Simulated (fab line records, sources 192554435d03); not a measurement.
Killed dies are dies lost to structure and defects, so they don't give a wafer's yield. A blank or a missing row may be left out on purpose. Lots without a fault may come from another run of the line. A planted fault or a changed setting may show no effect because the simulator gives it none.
Chamber matching | flow n5_finfet | N5_BEOL_M11_ETCH_62 on rie_diel-01: 4 sister chambers
The step etches SOC in N2/H2, target depth 110 nm, overetch 22 nm, time 165 s. 8 wafers are shown with their chamber, then 9 later ones without.

WAFERS WITH THEIR CHAMBER
wafer  | chamber | showerhead_plenum_p_Torr (Torr) | throttle_valve_pct (%)
L082.2 | 3       | 2.56                            | 17.28
L082.3 | 1       | 2.40                            | 18.19
L082.6 | 0       | 2.69                            | 17.74
L085.1 | 1       | 2.40                            | 18.24
L085.6 | 2       | 2.45                            | 17.62
L090.1 | 2       | 2.45                            | 17.61
L090.2 | 3       | 2.55                            | 17.31
L090.6 | 0       | 2.68                            | 17.74

WAFERS WITHOUT THEIR CHAMBER
wafer  | showerhead_plenum_p_Torr (Torr) | throttle_valve_pct (%)
L092.2 | 2.44                            | 17.63
L092.4 | 2.55                            | 17.33
L092.6 | 2.44                            | 17.64
L095.1 | 2.39                            | 18.25
L095.2 | 2.44                            | 17.64
L095.4 | 2.55                            | 17.33
L097.1 | 2.55                            | 17.33
L097.4 | 2.44                            | 17.66
L097.5 | 2.68                            | 17.79

WHICH CHAMBER EACH WENT THROUGH
wafer  | from the rows above | in truth
L092.2 | 2                   | 2
L092.4 | 3                   | 3
L092.6 | 2                   | 2
L095.1 | 1                   | 1
L095.2 | 2                   | 2
L095.4 | 3                   | 3
L097.1 | 3                   | 3
L097.4 | 2                   | 2
L097.5 | 0                   | 0
Placed correctly: 9 of 9. Can't be placed from these rows: 0. Placed wrongly: 0.
How it was worked out, from the rows above alone: a wafer's distance from a chamber is the root of the sum, over the readings, of the square of ((its reading less the chamber's mean) divided by the reading's scatter). The wafer belongs to the nearest chamber; if the next one is less than 2 further off, it can't be placed. A chamber's mean is the mean of its shown wafers. The scatter: the root of (the sum of the squares of (reading less its chamber's mean) over the shown wafers, divided by (wafers less chambers)).
